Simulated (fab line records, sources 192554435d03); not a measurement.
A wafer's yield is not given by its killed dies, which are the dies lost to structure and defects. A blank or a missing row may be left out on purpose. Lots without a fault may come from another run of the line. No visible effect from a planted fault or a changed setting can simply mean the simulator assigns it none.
Which tool did it? | flow n5Finfet | Sampling: 11 lots, 32 wafers, 4 of 1938 route steps

## WHAT THE GAUGES READ, wafer by wafer
N5_STI_FIN_REVEAL_FIN_H_MEAS_10.
lot  | measured    | on     | trenchDepthNm (nm)
L389 | day 2 14:17 | ocd-02 | 51.9 52.5 51.7
L391 | day 3 01:59 | ocd-01 | 52.2 51.9 52.5
L392 | day 3 07:31 | ocd-02 | 52.0 51.4 51.3
L393 | day 3 12:41 | ocd-02 | 53.2 53.3 53.6
L395 | day 4 00:32 | ocd-02 | 36.3 36.5 52.8
L397 | day 4 14:58 | ocd-01 | 51.9 36.8 52.2
L405 | day 6 13:20 | ocd-02 | 51.9 51.6 50.8
L407 | day 7 03:08 | ocd-01 | 53.4 51.5 51.5
L409 | day 7 15:40 | ocd-02 | 51.0 51.5 51.1
L411 | day 8 00:16 | ocd-02 | 52.2 51.1
L412 | day 8 08:10 | ocd-01 | 52.1 52.2 52.1

## WHAT TOOL EACH LOT RAN ON (gives the tool, then ch and the chambers of the sampled wafers, and finally the start)
lot  | N5_FIN_CUT_STRIP_24              | N5_STI_FIN_REVEAL_ETCHBACK_08    | N5_STI_FIN_REVEAL_RECESS_09
L389 | rieDiel-02 ch 0,2,3, day 2 04:28 | rieDiel-01 ch 1,2, day 2 11:19   | vaporEtch-01 ch 0,1, day 2 11:34
L391 | rieDiel-04 ch 0,1,3, day 2 16:53 | rieDiel-03 ch 1,2,3, day 2 23:02 | vaporEtch-02 ch 0,1, day 2 23:17
L392 | rieDiel-02 ch 0,1,2, day 2 20:51 | rieDiel-03 ch 0,1, day 3 04:32   | vaporEtch-01 ch 1, day 3 04:47
L393 | rieDiel-06 ch 0,1,2, day 3 03:17 | rieDiel-03 ch 1,3, day 3 09:34   | vaporEtch-02 ch 0,1, day 3 09:59
L395 | rieDiel-06 ch 1,3, day 3 15:04   | rieDiel-03 ch 1,3, day 3 21:34   | vaporEtch-02 ch 0,1, day 3 21:49
L397 | rieDiel-02 ch 0,2,3, day 4 04:37 | rieDiel-03 ch 0,3, day 4 11:58   | vaporEtch-02 ch 0,1, day 4 12:13
L405 | rieDiel-04 ch 2,3, day 6 03:52   | rieDiel-05 ch 1,2, day 6 10:23   | vaporEtch-01 ch 0,1, day 6 11:10
L407 | rieDiel-02 ch 1,2,3, day 6 17:43 | rieDiel-01 ch 1,2, day 7 00:11   | vaporEtch-02 ch 0,1, day 7 00:26
L409 | rieDiel-04 ch 0,1,2, day 7 06:10 | rieDiel-05 ch 1,2, day 7 12:43   | vaporEtch-02 ch 0,1, day 7 12:58
L411 | rieDiel-06 ch 1,3, day 7 15:07   | rieDiel-03 ch 0,3, day 7 21:19   | vaporEtch-01 ch 0,1, day 7 21:34
L412 | rieDiel-06 ch 0,3, day 7 21:09   | rieDiel-05 ch 2,3, day 8 03:37   | vaporEtch-02 ch 1, day 8 04:25
- N5_FIN_CUT_STRIP_24: strips in CF4.
- N5_STI_FIN_REVEAL_ETCHBACK_08: etches SiO2 in C4F6/O2, target depth 30.5 nm, time 10.167 s.
- N5_STI_FIN_REVEAL_RECESS_09: chemistry HF/NH3, target SiO2, afs cycles 11, target depth 42.5 nm, sublimation time 60 s.

## THE ANSWER, worked out from the rows above alone
Rule: the lots themselves supply what counts as usual. Put in order of their means at a reading, lots are off if they are a third of the lots or fewer, leave a main group of 4 or more, and stand apart from it by a gap of 3 or more times the standard deviation of the main group's means; of several such gaps the widest counts. A main group whose means are all the same, to the digits that the tables above print for the reading, isn't used. A lot without any number at a reading at which 4 lots or more have one is off too. The other lots that the step has rows for count as sound.
Off: L395, L397 (N5_STI_FIN_REVEAL_FIN_H_MEAS_10, trenchDepthNm). Main group: mean 52.0 nm, sd 0.6.
A tool fits if, at a process step before that reading, it ran every lot that is off, and no sound lot after the first of them. The gauges at N5_STI_FIN_REVEAL_FIN_H_MEAS_10 are tried like those tools. None of those tried fits.

## WHAT THE SIMULATOR HAD PUT IN
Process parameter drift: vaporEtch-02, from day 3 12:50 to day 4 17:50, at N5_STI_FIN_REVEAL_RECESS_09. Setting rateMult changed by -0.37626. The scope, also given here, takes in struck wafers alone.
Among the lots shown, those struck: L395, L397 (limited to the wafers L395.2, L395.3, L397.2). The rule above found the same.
